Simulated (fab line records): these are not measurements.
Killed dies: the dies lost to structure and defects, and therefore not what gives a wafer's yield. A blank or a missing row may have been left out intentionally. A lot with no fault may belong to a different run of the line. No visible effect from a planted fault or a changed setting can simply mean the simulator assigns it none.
A lot that was struck, set against a sound lot :: flow nand harc :: 15 steps out of a route of 1159
Sound: the wafers L901.1, L901.2, L901.3. Struck: wafer L912.5. (L912.3, L912.4 of the same lot were not struck and are left out.) The cause comes at the end.
For every step that has rows: the tool of each side, followed by ch and its chambers, followed by its first start. Under that, the readings that differ: sound wafers :: struck wafers :: difference of the means :: sigmas: that difference in standard deviations of wafers without a fault.
alike: readings whose means differ by less than 2 such deviations, and words and numbers that are the same on both sides. not compared: withheld readings, readings that some wafer has no value for, bounds like >300 that may hide the same value, and numbers for which the record gives no deviation and whose values overlap.
The two part at a step that has a row with sigmas, a row that says differs or no value, or rows on one side only. Numbers that don't overlap but have no deviation are shown without sigmas and don't part them. Lack of a reading on every wafer of one side parts them only where that side has two or more wafers.

first, 6 steps without rows for these wafers: NHARC_P_CONTACT_COAT_06 (resist thk 90 nm); NHARC_P_CONTACT_SOFTBAKE_07 (time 55 s); NHARC_P_CONTACT_EBR_08; NHARC_P_CONTACT_EXPOSE_09 (exposes mask P CA, target cd 90 nm); NHARC_P_CONTACT_PEB_10 (peb time 65 s); NHARC_P_CONTACT_DEVELOP_11 (develop time 35 s).
NHARC_P_CONTACT_CD_MEAS_12: the cd target is 90 nm.
  sound on cd sem-02 ch 0, day 5 17:44; struck on cd sem-01 ch 0, day 8 17:56
  alike: cd nm
NHARC_P_CONTACT_OVL_MEAS_13:
  struck on overlay-01, day 8 18:01; sound on overlay-02, day 5 17:49
  alike: overlay x nm, overlay y nm
NHARC_P_CONTACT_INSPECT_14:
  struck on defect inspect-02, day 8 18:04; sound on defect inspect-01, day 5 17:51
  alike: raw defect count
NHARC_P_CONTACT_DESCUM_17: chemistry O2, time 3 s.
  sound on rie diel-01 ch 0,1,3, day 5 17:55; struck on rie diel-01 ch 1, day 8 18:09
  alike: drypump motor current A, oes product au, rf vpp V, showerhead plenum p Torr, throttle valve pct
  not compared: rf hours counter h
NHARC_P_CONTACT_ETCH_35: etches the open film in CF4, target depth 39 nm, time 65 s.
  sound on rie diel-01 ch 1,2,3, day 5 18:00; struck on rie diel-01 ch 1, day 8 18:18
  alike: drypump motor current A, oes product au, rf vpp V, showerhead plenum p Torr, throttle valve pct
  not compared: rf hours counter h
NHARC_P_CONTACT_ETCH_36: etches the open film in N2/H2, target depth 260 nm, time 406.25 s.
  sound: rie diel-01 ch 0,1,3; struck: rie diel-01 ch 2
  alike: drypump motor current A, oes product au, rf vpp V, showerhead plenum p Torr, throttle valve pct
  not compared: rf hours counter h
NHARC_P_CONTACT_ETCH_18: etches the open film in C4F8/O2/Ar, target depth 481 nm, time 240.5 s.
  sound on rie diel-01 ch 1,2,3, day 5 18:23; struck on rie diel-01 ch 3, day 8 18:41
reading: oes product au (a.u.)
sound: 0.978 0.974 0.961
struck: 0.859
difference: -0.112
sigmas: -6
  alike: rf vpp V
  not compared: rf hours counter h
then, 1 step without rows for these wafers: NHARC_P_CONTACT_STRIP_37 (strips in C4F8/O2/Ar).
-- jump in the record: it breaks off in module P_CONTACT and resumes in module END (first step shown: number 1159 of the route), and 14 days separate the struck wafers' starts before and after --
NHARC_END_SORT_01:
  sound on prober-02 ch 0, day 19 20:19; struck on prober-01 ch 0, day 22 09:07
reading: killed at periphery
sound: 4 3 2
struck: 648
difference: +645
sigmas: +99 or more

reading: killed dies
sound: 14 14 17
struck: 677
difference: +662
sigmas: +60

reading: killed short
sound: 4 3 2
struck: 0
difference: -3
sigmas: -2
  alike: killed at array, killed at other, killed open

== WHERE THEY PART ==
At NHARC_P_CONTACT_ETCH_18 first; at NHARC_END_SORT_01 last (within this record only).

WHY: the cause the simulator had injected
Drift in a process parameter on rie diel-01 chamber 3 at NHARC_P_CONTACT_ETCH_18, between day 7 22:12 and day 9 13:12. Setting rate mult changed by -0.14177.
